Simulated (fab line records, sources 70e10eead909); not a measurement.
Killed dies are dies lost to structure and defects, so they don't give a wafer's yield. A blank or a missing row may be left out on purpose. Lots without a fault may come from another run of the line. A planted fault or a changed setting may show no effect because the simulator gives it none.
A struck lot beside a sound one | flow nand_harc | 14 steps out of a route of 1302
Sound: wafers L872.2, L872.4, L872.6. Struck: wafers L876.1, L876.2, L876.6. The cause comes at the end.
At each step with rows: each side's tool, then ch and its chambers, then its first start. Under that, the readings that differ: sound wafers | struck wafers | difference of the means | sigmas: that difference in standard deviations of wafers without a fault.
alike: readings whose means differ by less than 2 such deviations, and words and numbers that are the same on both sides. not compared: withheld readings, readings that some wafer has no value for, bounds like >300 that may hide the same value, and numbers for which the record gives no deviation and whose values overlap.
The two part at a step that has a row with sigmas, a row that says differs or no value, or rows on one side only. Numbers that don't overlap but have no deviation are shown without sigmas and don't part them. A reading that every wafer of one side lacks parts them only if that side has two wafers or more.

NHARC_A_STAIRCASE_TRIM_220: chemistry O2, time 211.2 s.
  sound on rie_diel-03 ch 1,3, day 18 16:10; struck on rie_diel-11 ch 0,2,3, day 20 11:25
  alike: chamber_pressure_mTorr, drypump_motor_current_A, oes_product_au, rf_vpp_V, showerhead_plenum_p_Torr, throttle_valve_pct
  not compared: rf_hours_counter_h
then, 4 steps without rows for these wafers: NHARC_A_STAIRCASE_ETCH_221 (etches the open film in C4F8/O2, target depth 100 nm, time 40.5 s); NHARC_A_STAIRCASE_TRIM_222 (chemistry O2, time 211.2 s); NHARC_A_STAIRCASE_ETCH_223 (etches the open film in C4F8/O2, target depth 100 nm, time 40.5 s); NHARC_A_STAIRCASE_TRIM_224 (chemistry O2, time 211.2 s).
NHARC_A_STAIRCASE_ETCH_225: etches the open film in C4F8/O2, target depth 100 nm, time 40.5 s.
  sound on rie_diel-03 ch 1,2; struck on rie_diel-11 ch 1,2,3
  alike: bias_w, chamber_pressure_mTorr, oes_product_au, rf_vpp_V
  not compared: rf_hours_counter_h
then, 2 steps without rows for these wafers: NHARC_A_STAIRCASE_TRIM_226 (chemistry O2, time 211.2 s); NHARC_A_STAIRCASE_ETCH_227 (etches the open film in C4F8/O2, target depth 100 nm, time 40.5 s).
NHARC_A_STAIRCASE_TRIM_229: chemistry O2, time 211.2 s.
  sound on rie_diel-11 ch 2,3, day 18 17:10; struck on rie_diel-11 ch 0,3, day 20 13:03
  alike: chamber_pressure_mTorr, drypump_motor_current_A, oes_product_au, rf_vpp_V, showerhead_plenum_p_Torr, throttle_valve_pct
  not compared: rf_hours_counter_h
then, 1 step without rows for these wafers: NHARC_A_STAIRCASE_ETCH_230 (etches the open film in C4F8/O2, target depth 100 nm, time 40.5 s).
NHARC_A_STAIRCASE_TRIM_231: chemistry O2, time 211.2 s.
  sound on rie_diel-11 ch 0,1,3; struck on rie_diel-11 ch 1,2
  alike: chamber_pressure_mTorr, drypump_motor_current_A, oes_product_au, rf_vpp_V, showerhead_plenum_p_Torr, throttle_valve_pct
  not compared: rf_hours_counter_h
NHARC_A_STAIRCASE_ETCH_232: etches the open film in C4F8/O2, target depth 100 nm, time 40.5 s.
  sound on rie_diel-11 ch 0,3, day 18 17:37; struck on rie_diel-11 ch 0,1,2, day 20 13:29
  no value came back on the struck wafers for bias_w (W), chamber_pressure_mTorr (mTorr), oes_product_au (a.u.), rf_vpp_V (V); on the sound wafers bias_w (W) reads 1003.9 999.2 998.0
  not compared: rf_hours_counter_h
NHARC_A_STAIRCASE_TRIM_233: chemistry O2, time 211.2 s.
  sound on rie_diel-11 ch 0,2,3; struck on rie_diel-11 ch 0,1,2
  alike: chamber_pressure_mTorr, drypump_motor_current_A, oes_product_au, rf_vpp_V, showerhead_plenum_p_Torr, throttle_valve_pct
  not compared: rf_hours_counter_h
-- the record jumps here: 9 days lie between the struck wafers' starts before and after (it left off in module A_STAIRCASE and takes up again in module END, whose first step shown is number 1302 of the route) --
NHARC_END_SORT_01:
  the record has rows for the struck wafers here (prober-01 ch 0, day 29 15:25) and none for the sound ones

WHERE THEY PART
First at NHARC_A_STAIRCASE_ETCH_232; last, within this record, at NHARC_END_SORT_01.

WHY: what the simulator had put in
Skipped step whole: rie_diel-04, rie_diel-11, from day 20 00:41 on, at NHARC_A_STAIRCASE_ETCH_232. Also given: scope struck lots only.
